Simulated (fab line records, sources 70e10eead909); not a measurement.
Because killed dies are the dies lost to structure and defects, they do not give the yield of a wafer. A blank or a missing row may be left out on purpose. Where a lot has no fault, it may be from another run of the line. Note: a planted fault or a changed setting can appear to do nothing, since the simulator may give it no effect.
fab line records | flow nand-harc
[record] lots = 7 wafers = 21 last-day = 24
route steps=1159 shown P_M0@282 P_M1@285 END@1159
lots untouched by any fault: they come from a run of this same line in which no faults occurred
start-h: hours from the record's first day to the start of the lot's first wafer shown | wait-h: hours since the lot's step before | " as in the row above | L1.1+2: several wafers, shown together as one row | - value missing, or start not given | * or withheld: withheld | < > ~ a bound
route shown NAME@n: a module of which the file shows steps, and the number in the route of the first | usual: mean/standard deviation of fault-free wafers | same: alike in all rows | chamber/n: place in a boat | sites: the reading at each site | _std_site: how widely they spread, as a standard deviation | _edge_site: inner sites' mean taken away from outer sites' mean | radius-mm: how far each site lies from the wafer's centre | mask NAME#n: copy n | behind: the last tool/chamber to shape the wafer | hold: the reason the lot was held/the length of the hold in hours/how it ended | device: the n, p or np transistor that did not switch | end of line: tests run on the same wafers once the route is complete | a step with no rows: only its recipe | killed: at the first sort, the dies lost to defects and structure; wafer yield is something else | map: the dies of a wafer, with x for killed, . for not killed, _ for no die there
set.NAME: the setting as run; set.NAME@STEP: as run at that earlier step | model.NAME: the simulator's own value behind a step, which no gauge read
a table for each step, a row for each wafer; lots at some steps of the route
services: from which hour (start-h, from the record's first day; less than 0 if before it) a tool's chamber was out of use, for how many hours, and why
[[steps]]
[step NHARC_P_M0_INSPECT_27]
[usual] raw-defect-count = 278/110
// columns lot.wafer tool chamber start-h wait-h raw-defect-count
L775.1 defect-inspect-01 - 127.55 0.0 470
L775.4 " - " " 456
L775.5 " - " " 309
L777.1 defect-inspect-01 - 135.50 0.0 266
L777.2 " - " " 266
L777.6 " - " " 515
L783.1 defect-inspect-01 - 163.96 0.0 129
L783.2 " - " " 179
L783.5 " - " " 199
L790.3 defect-inspect-01 - 216.63 0.0 447
L790.5 " - " " 297
L790.6 " - " " 297
L792.3 defect-inspect-01 - 219.05 0.0 614
L792.5 " - " " 460
L792.6 " - " " 673
L793.4 defect-inspect-02 - 226.21 0.0 340
L793.5 " - " " 169
L793.6 " - " " 181
L796.2 defect-inspect-02 - 249.15 0.0 273
L796.3 " - " " 275
L796.6 " - " " 211
[step NHARC_P_M0_PRE_CLEAN_31]
[recipe] time-s = 12 temp-c = 370 rf-power-w = 300 gas = NH3
[usual] heater-power-w = 612/100
// columns lot.wafer tool chamber start-h wait-h heater-power-w
L775.1 pecvd-02 0 127.63 0.1 483
L775.5 " 2 " " 682
L775.4 " 0 " " 464
L777.2 pecvd-02 0 135.59 0.1 446
L777.1 " 2 " " 668
L777.6 " 1 " " 519
L783.2 pecvd-03 0 164.02 0.1 535
L783.1 " 2 " " 603
L783.5 " 1 " " 786
L790.3 pecvd-02 1 216.75 0.1 466
L790.6 " 0 " " 463
L790.5 " 1 " " 483
L792.3 pecvd-02 1 219.11 0.1 510
L792.6 " 1 " " 519
L792.5 " 2 " " 681
L793.4 pecvd-04 1 226.31 0.1 577
L793.6 " 2 " " 657
L793.5 " 0 " " 667
L796.2 pecvd-04 2 249.26 0.1 660
L796.3 " 1 " " 567
L796.6 " 2 " " 660
[step NHARC_P_M0_DEP_32]
[recipe] target-thk-a = 300 temp-c = 370 target-thk-nm = 30 pressure-torr = 3 flow-sccm = 200 rf-w = 450 material = SiCN
[usual] heater-power-w = 577/110
// columns lot.wafer tool chamber start-h wait-h heater-power-w
L775.1 pecvd-02 0 127.74 0.1 404
L775.5 " 2 " " 652
L775.4 " 0 " " 407
L777.2 pecvd-02 0 135.67 0.1 401
L777.1 " 2 " " 595
L777.6 " 1 " " 466
L783.2 pecvd-03 0 164.10 0.1 447
L783.1 " 2 " " 456
L783.5 " 1 " " 763
L790.3 pecvd-02 1 216.89 0.1 455
L790.6 " 0 " " 414
L790.5 " 1 " " 444
L792.3 pecvd-02 1 219.19 0.1 475
L792.6 " 1 " " 495
L792.5 " 2 " " 658
L793.4 pecvd-04 1 226.48 0.2 596
L793.6 " 2 " " 561
L793.5 " 0 " " 676
L796.2 pecvd-04 2 249.34 0.1 630
L796.3 " 1 " " 553
L796.6 " 2 " " 618
[step NHARC_P_M1_DEP_00]
[recipe] target-thk-a = 1825 target-thk-nm = 182.5 temp-c = withheld pressure-torr = 5 flow-sccm = 200 rf-w = 600 material = SiOC
[step NHARC_P_M1_DEHYDRATE_01]
[recipe] temp-c = 150 time-s = 120
[step NHARC_P_M1_HMDS_02]
[recipe] time-s = 30
[step NHARC_P_M1_COAT_34]
[recipe] temp-c = 200 time-s = 65
[step NHARC_P_M1_COAT_03]
[recipe] spin-rpm = 1500 resist-thk-nm = 90
[step NHARC_P_M1_SOFTBAKE_04]
[recipe] temp-c = 105 time-s = 55
[step NHARC_P_M1_EBR_05]
[step NHARC_P_M1_EXPOSE_06]
[recipe] na = 1.35 target-cd-nm = 130 dose-mj = 81.88 mask-id = P_M1
[step NHARC_P_M1_PEB_07]
[recipe] peb-temp-c = 100 peb-time-s = 65
[usual] heater-power-total-W = 156.6/0.41 plate-temp-C = 100.00/0.14 resist-line-temp-C = 23.00/0.11
// columns lot.wafer tool chamber start-h wait-h heater-power-total-W plate-temp-C resist-line-temp-C
L775.1 litho-track-04 0 128.87 0.1 156.7 99.98 23.05
L775.4 " 0 " " 157.1 99.85 22.91
L775.5 " 0 " " 156.0 99.68 22.93
L777.1 litho-track-01 0 136.82 0.1 157.2 99.93 23.02
L777.2 " 0 " " 156.3 99.96 23.04
L777.6 " 0 " " 156.8 100.02 23.02
L783.1 litho-track-06 0 165.25 0.1 157.1 100.11 22.95
L783.2 " 0 " " 156.0 99.73 23.05
L783.5 " 0 " " 156.5 99.98 23.00
L790.3 litho-track-01 0 218.10 0.1 187.3 113.97 23.25
L790.5 " 0 " " 187.4 114.32 22.93
L790.6 " 0 " " 186.5 114.21 23.17
L792.3 litho-track-01 0 220.34 0.0 187.2 113.96 22.99
L792.5 " 0 " " 187.4 113.89 22.97
L792.6 " 0 " " 187.4 113.98 22.98
L793.4 litho-track-01 0 228.18 0.0 186.5 113.74 22.99
L793.5 " 0 " " 187.0 113.75 23.01
L793.6 " 0 " " 186.8 114.15 22.93
L796.2 litho-track-06 0 250.36 0.1 157.1 99.99 23.00
L796.3 " 0 " " 157.2 99.85 23.00
L796.6 " 0 " " 157.2 99.79 22.99
[step NHARC_P_M1_DEVELOP_08]
[recipe] develop-time-s = 35 dev-temp-c = 23
[step NHARC_P_M1_CD_MEAS_09]
[recipe] target-cd-nm = 130 landing-energy-ev = 500
[usual] cd-nm = 130.1/0.6
// columns lot.wafer tool chamber start-h wait-h cd-nm
L775.1 cd-sem-03 0 128.95 - 130.5
L775.4 " 0 " " 130.8
L775.5 " 0 " " 130.9
L777.1 cd-sem-01 0 136.90 - 129.8
L777.2 " 0 " " 130.4
L777.6 " 0 " " 130.6
L783.1 cd-sem-02 0 165.33 - 130.1
L783.2 " 0 " " 130.0
L783.5 " 0 " " 130.1
L790.3 cd-sem-01 0 218.18 - 166.3
L790.5 " 0 " " 166.1
L790.6 " 0 " " 166.5
L792.3 cd-sem-02 0 220.43 - 167.1
L792.5 " 0 " " 165.5
L792.6 " 0 " " 165.6
L793.4 cd-sem-02 0 228.26 - 167.5
L793.5 " 0 " " 167.1
L793.6 " 0 " " 167.0
L796.2 cd-sem-03 0 250.44 - 130.1
L796.3 " 0 " " 129.7
L796.6 " 0 " " 129.6
[step NHARC_P_M1_OVL_MEAS_10]
[recipe] pitch-nm = 260
[usual] overlay-x-nm = 0.1/0.69 overlay-y-nm = 0.0/0.81
// columns lot.wafer tool chamber start-h wait-h overlay-x-nm overlay-y-nm
L775.1 overlay-01 - 129.04 - -1.0 -0.2
L775.4 " - " " -0.4 0.0
L775.5 " - " " 0.1 0.0
L777.1 overlay-02 - 136.99 - -0.2 -1.5
L777.2 " - " " -0.5 -1.4
L777.6 " - " " -0.6 -1.9
L783.1 overlay-02 - 165.42 - 1.0 -1.0
L783.2 " - " " 1.3 -1.0
L783.5 " - " " 2.0 -1.5
L790.3 overlay-02 - 218.27 - 0.2 -0.1
L790.5 " - " " 0.6 -0.3
L790.6 " - " " -0.4 -0.2
L792.3 overlay-02 - 220.51 - 0.2 -0.4
L792.5 " - " " 0.6 -0.5
L792.6 " - " " -0.2 -1.0
L793.4 overlay-01 - 228.35 - 0.9 -0.1
L793.5 " - " " 0.6 0.1
L793.6 " - " " 0.3 -0.2
L796.2 overlay-01 - 250.53 - 0.8 0.2
L796.3 " - " " 1.0 0.1
L796.6 " - " " 0.7 -0.3
[step NHARC_P_M1_INSPECT_11]
[usual] raw-defect-count = 4.2/2.4
// columns lot.wafer tool chamber start-h wait-h raw-defect-count
L775.1 defect-inspect-02 - 129.07 0.0 3
L775.4 " - " " 1
L775.5 " - " " 4
L777.1 defect-inspect-02 - 137.03 0.0 6
L777.2 " - " " 5
L777.6 " - " " 6
L783.1 defect-inspect-02 - 165.45 0.0 8
L783.2 " - " " 7
L783.5 " - " " 7
L790.3 defect-inspect-02 - 218.30 0.0 2
L790.5 " - " " 4
L790.6 " - " " 5
L792.3 defect-inspect-02 - 220.55 0.0 6
L792.5 " - " " 13
L792.6 " - " " 6
L793.4 defect-inspect-02 - 228.38 0.0 6
L793.5 " - " " 7
L793.6 " - " " 4
L796.2 defect-inspect-01 - 250.57 0.0 2
L796.3 " - " " 2
L796.6 " - " " 6
[step NHARC_P_M1_DESCUM_14]
[recipe] time-s = 3 o2-flow-sccm = 200 ar-flow-sccm = 0 bias-power-w = 0 chemistry = O2
[usual] drypump-motor-current-A = 5.6/0.45 oes-product-au = 0.999/0.0068 rf-vpp-V = 57.9/0.9 showerhead-plenum-p-Torr = 1.93/0.074 throttle-valve-pct = 11.312/0.0089
// columns lot.wafer tool chamber start-h wait-h drypump-motor-current-A oes-product-au rf-hours-counter-h rf-vpp-V showerhead-plenum-p-Torr throttle-valve-pct model.P_M1.cd-nm
L775.4 rie-diel-12 1 129.14 0.1 5.6 0.997 5 58.7 1.84 11.313 131
L775.1 " 2 " " 5.9 1.000 6 58.3 2.06 11.312 130.8
L775.5 " 1 " " 5.6 1.000 - 59.8 1.84 11.318 131.1
L777.2 rie-diel-12 3 137.09 0.1 5.9 0.997 7 58.9 1.88 11.318 129.7
L777.1 " 2 " " 5.9 1.009 6 59.3 2.06 11.305 129.6
L777.6 " 3 " " 5.9 0.999 - 56.5 1.88 11.313 130
L783.2 rie-diel-08 3 165.52 0.1 6.1 0.996 1 56.5 1.97 11.314 130.4
L783.1 " 0 " " 5.2 0.993 1 59.0 2.02 11.286 130.9
L783.5 " 3 " " 6.1 0.994 - 58.3 1.97 11.319 130.2
L790.3 rie-diel-04 3 218.39 0.1 6.2 0.983 7 57.7 1.81 11.315 166
L790.5 " 0 " " 5.1 1.002 - 58.2 1.95 11.313 166.1
L790.6 " 1 " " 6.4 0.995 - 59.1 1.83 11.309 167
L792.3 rie-diel-12 1 220.61 0.1 5.6 0.999 0 58.0 1.84 11.305 166.7
L792.6 " 1 " " 5.6 1.000 - 55.7 1.84 11.322 165.1
L792.5 " 2 " " 5.9 1.001 - 56.2 2.06 11.296 165.6
L793.4 rie-diel-08 3 228.44 0.1 6.1 0.998 2 58.5 1.97 11.301 167.1
L793.6 " 3 " " 6.1 0.993 - 58.8 1.97 11.310 166.3
L793.5 " 0 " " 5.2 0.996 - 56.9 2.02 11.309 167.5
L796.3 rie-diel-04 1 250.63 0.1 6.4 1.001 11 57.5 1.83 11.323 129.5
L796.2 " 2 " " 5.0 0.998 11 58.2 1.85 11.294 129.8
L796.6 " 2 " " 5.0 1.004 - 57.3 1.85 11.311 129.1
[step NHARC_P_M1_ETCH_35]
[recipe] target-depth-a = 400 overetch-a = 120 time-s = 43.94 ion-energy-ev = 200 n2-flow-sccm = 150 h2-flow-sccm = 150 ar-flow-sccm = 0 rf-w = 400 bias-w = 150 chemistry = N2/H2
[usual] drypump-motor-current-A = 5.7/0.45 oes-product-au = 1.000/0.007 rf-vpp-V = 431.0/2.2 showerhead-plenum-p-Torr = 2.06/0.082 throttle-valve-pct = 14.171/0.0089
// columns lot.wafer tool chamber start-h wait-h drypump-motor-current-A oes-product-au rf-hours-counter-h rf-vpp-V showerhead-plenum-p-Torr throttle-valve-pct
L775.4 rie-diel-12 2 129.22 0.1 5.9 0.990 6 434.4 2.20 14.160
L775.1 " 0 " " 6.1 1.015 5 432.6 2.06 14.178
L775.5 " 2 " " 5.9 1.003 - 433.8 2.20 14.191
L777.1 rie-diel-12 0 137.19 0.1 6.2 1.007 6 430.3 2.06 14.174
L777.2 " 1 " " 5.6 0.997 6 428.7 1.96 14.160
L777.6 " 2 " " 5.9 1.011 - 433.1 2.20 14.172
L783.1 rie-diel-08 2 165.61 0.1 5.2 0.994 1 430.9 2.06 14.179
L783.2 " 3 " " 6.1 1.001 1 431.7 2.10 14.177
L783.5 " 1 " " 5.2 0.998 - 431.2 2.09 14.170
L790.3 rie-diel-04 1 218.46 0.1 6.4 0.998 8 428.6 1.95 14.177
L790.5 " 2 " " 5.0 0.992 - 428.5 1.97 14.174
L790.6 " 3 " " 6.2 0.999 - 430.0 1.92 14.182
L792.3 rie-diel-12 2 220.69 0.1 5.9 0.997 0 434.2 2.20 14.157
L792.5 " 2 " " 5.9 1.004 - 435.4 2.20 14.179
L792.6 " 3 " " 5.9 0.999 - 430.6 2.01 14.164
L793.4 rie-diel-08 3 228.54 0.1 6.1 1.006 2 433.3 2.10 14.186
L793.6 " 0 " " 5.2 0.989 - 434.1 2.16 14.177
L793.5 " 1 " " 5.2 1.001 - 433.3 2.09 14.185
L796.2 rie-diel-04 0 250.71 0.1 5.1 0.993 8 431.4 2.08 14.184
L796.3 " 1 " " 6.4 0.987 11 430.1 1.95 14.169
L796.6 " 0 " " 5.1 1.006 - 430.9 2.08 14.167
[step NHARC_P_M1_ETCH_15]
[recipe] target-depth-a = 1825 time-s = 91.2 c4f8-flow-sccm = withheld ar-flow-sccm = 400 rf-w = 600 bias-w = 300 chemistry = C4F8/Ar
[usual] oes-product-au = 0.956/0.02 rf-vpp-V = 441.3/2.4
// columns lot.wafer tool chamber start-h wait-h oes-product-au rf-hours-counter-h rf-vpp-V
L775.4 rie-diel-12 2 - - 0.926 6 445.0
L775.1 " 0 " " 0.930 5 441.1
L775.5 " 2 " " 0.923 - 445.5
L777.2 rie-diel-12 0 - - 0.936 6 443.1
L777.1 " 1 " " 0.924 6 439.7
L777.6 " 3 " " 0.917 - 439.5
L783.2 rie-diel-08 1 - - 0.974 1 442.6
L783.1 " 3 " " 0.955 1 443.3
L783.5 " 2 " " 0.965 - 441.3
L790.3 rie-diel-04 0 - - 0.963 5 442.9
L790.6 " 1 " " 0.948 - 438.8
L790.5 " 2 " " 0.977 - 438.4
L792.3 rie-diel-12 2 - - 0.979 0 445.1
L792.6 " 1 " " 0.975 - 439.0
L792.5 " 2 " " 0.972 - 444.1
L793.4 rie-diel-08 0 - - 0.951 2 445.3
L793.5 " 0 " " 0.957 - 443.9
L793.6 " 1 " " 0.971 - 441.2
L796.2 rie-diel-04 1 - - 0.923 12 438.3
L796.3 " 0 " " 0.974 8 443.1
L796.6 " 1 " " 0.914 - 439.2
[step NHARC_P_M1_CD_MEAS_16]
[usual] cd-nm = 130.0/0.75
// columns lot.wafer tool chamber start-h wait-h cd-nm
L775.1 cd-sem-02 - 129.44 - 130.9
L775.4 " - " " 131.2
L775.5 " - " " 131.2
L777.1 cd-sem-01 - 137.40 - 129.4
L777.2 " - " " 129.8
L777.6 " - " " 129.9
L783.1 cd-sem-03 - 165.82 - 131.0
L783.2 " - " " 130.4
L783.5 " - " " 130.3
L790.3 cd-sem-03 - 218.67 - 165.5
L790.5 " - " " 166.3
L790.6 " - " " 167.0
L792.3 cd-sem-02 - 220.92 - 166.9
L792.5 " - " " 165.4
L792.6 " - " " 165.1
L793.4 cd-sem-02 - 228.75 - 166.7
L793.5 " - " " 167.2
L793.6 " - " " 165.8
L796.2 cd-sem-01 - 250.94 - 129.9
L796.3 " - " " 129.8
L796.6 " - " " 129.2
[step NHARC_P_M1_STRIP_18]
[recipe] power-w = 1000 n2-flow-sccm = 150 h2-flow-sccm = 150 ar-flow-sccm = 0 bias-w = 0 chemistry = N2/H2
[usual] drypump-motor-current-A = 5.7/0.48 oes-product-au = 0.999/0.0079 rf-vpp-V = 90.8/1 showerhead-plenum-p-Torr = 2.05/0.083 throttle-valve-pct = 14.171/0.0088
// columns lot.wafer tool chamber start-h wait-h drypump-motor-current-A oes-product-au rf-hours-counter-h rf-vpp-V showerhead-plenum-p-Torr throttle-valve-pct
L775.1 rie-diel-04 2 129.55 0.1 5.0 1.004 0 91.9 1.97 14.175
L775.4 " 3 " " 6.2 0.983 0 90.3 1.93 14.176
L775.5 " 1 " " 6.4 0.989 - 89.5 1.95 14.177
L777.1 rie-diel-08 3 137.50 0.1 6.1 1.010 0 91.6 2.10 14.154
L777.2 " 0 " " 5.2 1.001 0 91.8 2.16 14.171
L777.6 " 2 " " 5.3 0.992 - 89.3 2.06 14.165
L783.2 rie-diel-08 0 165.90 0.1 5.2 0.985 1 92.9 2.16 14.166
L783.1 " 2 " " 5.3 0.999 1 89.6 2.06 14.167
L783.5 " 0 " " 5.2 1.005 - 91.7 2.16 14.183
L790.3 rie-diel-12 0 218.82 0.1 6.2 0.996 0 90.6 2.06 14.175
L790.6 " 1 " " 5.6 1.011 - 90.4 1.96 14.167
L790.5 " 2 " " 5.9 1.005 - 93.4 2.20 14.162
L792.3 rie-diel-12 0 220.98 0.1 6.2 1.008 0 90.8 2.06 14.168
L792.6 " 0 " " 6.1 1.012 - 90.1 2.06 14.171
L792.5 " 1 " " 5.6 1.003 - 90.9 1.96 14.161
L793.4 rie-diel-04 0 228.85 0.1 5.1 1.009 5 90.9 2.08 14.182
L793.5 " 3 " " 6.2 0.999 - 90.4 1.92 14.166
L793.6 " 0 " " 5.1 1.014 - 89.7 2.08 14.159
L796.3 rie-diel-08 1 251.03 0.1 5.2 0.992 3 89.1 2.09 14.171
L796.2 " 2 " " 5.3 0.991 3 90.6 2.06 14.176
L796.6 " 1 " " 5.2 1.002 - 89.8 2.09 14.161
[step NHARC_P_M1_ETCH_28]
[recipe] target-depth-a = 300 over-etch-frac = 0.3 time-s = 72.99 ion-energy-ev = 150 cf4-flow-sccm = 50 n2-flow-sccm = 100 ar-flow-sccm = 150 rf-w = 300 bias-w = 100 chemistry = CF4/N2
[usual] drypump-motor-current-A = 5.7/0.47 oes-product-au = 0.999/0.0073 rf-vpp-V = 314.3/1.8 showerhead-plenum-p-Torr = 2.64/0.099 throttle-valve-pct = 19.793/0.0092
// columns lot.wafer tool chamber start-h wait-h drypump-motor-current-A oes-product-au rf-hours-counter-h rf-vpp-V showerhead-plenum-p-Torr throttle-valve-pct model.P_M1.cd-nm
L775.1 rie-diel-04 1 - - 6.4 1.006 0 312.3 2.52 19.787 130.7
L775.4 " 3 " " 6.2 0.994 0 312.5 2.49 19.780 131.2
L775.5 " 2 " " 5.0 1.007 - 312.8 2.54 19.800 131.2
L777.2 rie-diel-08 0 - - 5.2 0.989 0 317.1 2.77 19.791 129.8
L777.1 " 2 " " 5.2 0.990 0 314.8 2.65 19.798 129
L777.6 " 0 " " 5.2 0.995 - 317.0 2.77 19.810 129.9
L783.2 rie-diel-08 1 - - 5.1 0.979 1 314.6 2.69 19.792 130.6
L783.1 " 3 " " 6.1 0.998 1 315.4 2.70 19.795 130.9
L783.5 " 2 " " 5.3 0.987 - 315.3 2.64 19.799 130.5
L790.3 rie-diel-12 3 - - 5.8 1.000 0 313.4 2.59 19.784 165.6
L790.5 " 1 " " 5.6 1.003 - 312.0 2.53 19.794 166
L790.6 " 2 " " 5.9 0.997 - 316.8 2.82 19.789 166.7
L792.3 rie-diel-12 0 - - 6.1 0.996 0 313.9 2.64 19.779 166.5
L792.6 " 3 " " 5.9 1.002 - 313.2 2.59 19.796 165
L792.5 " 0 " " 6.1 0.997 - 313.9 2.64 19.792 165.6
L793.4 rie-diel-04 1 - - 6.4 0.992 9 313.8 2.52 19.787 167.2
L793.6 " 2 " " 5.0 1.002 - 311.1 2.54 19.800 165.7
L793.5 " 3 " " 6.2 0.996 - 311.3 2.49 19.799 166.7
L796.2 rie-diel-08 0 - - 5.2 0.991 3 317.2 2.76 19.805 130.2
L796.3 " 1 " " 5.1 0.992 3 314.8 2.69 19.798 129.4
L796.6 " 3 " " 6.1 0.996 - 316.5 2.70 19.778 129.3
[step NHARC_P_M1_STRIP_19]
[recipe] time-s = 600 temp-c = 30 chemistry = post-etch-residue-remover
[step NHARC_END_SORT_01]
[recipe] temp-c = 25
[usual] defect-limited-yield = 95.2/1.6 killed-at-array = 28/11 killed-at-other = 0.8/1.3 killed-at-periphery = 3.6/2.5 killed-dies = 32/11 killed-open = 3.0/1.8 killed-short = 2.0/1.5 sort_bin_2_pct = 1.5/0.66 sort_bin_3_pct = 0.25/0.23 sort_bin_4_pct = 3.0/1.1 sort-n-pass = 645/11 sort-rim-yield-pct = 96.0/2.9 sort-yield-pct = 95.2/1.6
[same] gross-dies = 677 sort_bin_5_pct[%] = 0 sort_bin_6_pct[%] = 0 sort_bin_7_pct[%] = 0 sort_bin_8_pct[%] = 0 sort-rim-n-gross = 106.00
// columns lot.wafer tool chamber start-h wait-h defect-limited-yield[%] killed-at-array killed-at-other killed-at-periphery killed-dies killed-open killed-short sort_bin_2_pct[%] sort_bin_3_pct[%] sort_bin_4_pct[%] sort-n-pass sort-rim-yield-pct[%] sort-yield-pct[%]
L790.5 prober-01 0 534.42 3.7 96.6 16 0 7 23 1 2 0.9 0.44 2.1 654 90.6 96.6
L792.5 prober-02 0 543.17 3.6 94.5 25 2 10 37 4 2 1.6 0.44 3.4 640 95.3 94.5
// killed by level:class
L790.5 A_CHANNEL_HOLE_D1:chamber-film-flake=9 P_M1:chamber-film-flake=2 A_STAIRCASE:chamber-film-flake=2 A_CONTACT:chamber-film-flake=2 P_GATE:geometric-particle:open=1 P_M1:geometric-particle:short=1 A_WL_FILL:geometric-particle:short=1 P_STI:chamber-film-flake=1
L792.5 A_CHANNEL_HOLE_D1:chamber-film-flake=9 A_STAIRCASE:chamber-film-flake=5 A_CONTACT:chamber-film-flake=4 P_ZERO_WELL:chamber-film-flake=3 P_STI:chamber-film-flake=2 P_M1:chamber-film-flake=2 THIN_TSV:chamber-film-flake=2 P_CONTACT:geometric-particle:open=1
[[services]]
// columns tool chamber start-h hours kind
rie-diel-08 0 107.03 5.1 repair
rie-diel-12 0 107.90 - clean
pecvd-03 - 111.00 13.0 pm
litho-track-06 - 117.00 7.0 pm
pecvd-04 - 124.51 2.7 repair
rie-diel-08 - 124.80 9.0 pm
pecvd-02 - 125.18 0.8 repair
pecvd-02 - 128.19 1.2 repair
pecvd-03 - 129.79 8.6 repair
rie-diel-04 0 136.29 22.1 repair
pecvd-02 - 137.56 0.9 repair
litho-track-04 - 141.00 7.0 pm
pecvd-02 - 153.03 13.0 pm
rie-diel-04 2 168.41 2.5 repair
pecvd-02 2 180.33 7.4 repair
pecvd-04 - 195.21 13.0 pm
rie-diel-12 - 202.40 9.0 pm
pecvd-03 1 203.19 12.2 repair
pecvd-03 - 217.27 2.7 repair
pecvd-03 2 229.26 5.5 repair
rie-diel-12 0 231.48 9.0 repair
pecvd-02 2 237.16 14.4 repair
rie-diel-12 3 240.93 16.4 repair
rie-diel-12 1 242.28 2.0 repair
[[key]]
[first-sign] step = NHARC_P_M1_PEB_07 reading = plate-temp-C direction = up sigmas = 99+ usual = * struck = *
[effect] step = NHARC_P_M1_PEB_07 reading = heater-power-total-W direction = up sigmas = 75 usual = * struck = *
[effect] step = NHARC_P_M1_CD_MEAS_09 reading = cd-nm direction = up sigmas = 61 usual = 130.1 struck = 166.5
[effect] step = NHARC_P_M1_CD_MEAS_16 reading = cd-nm direction = up sigmas = 48 usual = 130.0 struck = 166.2
[model-effect] step = NHARC_P_M1_DESCUM_14 value = P_M1.cd-nm without = 130.3 struck = 166.4
[model-effect] step = NHARC_P_M1_ETCH_28 value = P_M1.cd-nm without = 130 struck = 166.1
met-at NHARC_P_M1_PEB_07
struck-wafers L790.3,L790.5,L790.6,L792.3,L792.5,L792.6,L793.4,L793.5,L793.6
onset-between 136.82 218.10
[fault] kind = process-parameter-drift tool = litho-track-01 chamber = - onset-h = 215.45 steps = NHARC_P_M1_PEB_07 channel = peb-temp-c offset = * shape = step end-h = 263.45 acts-in = * stated = *
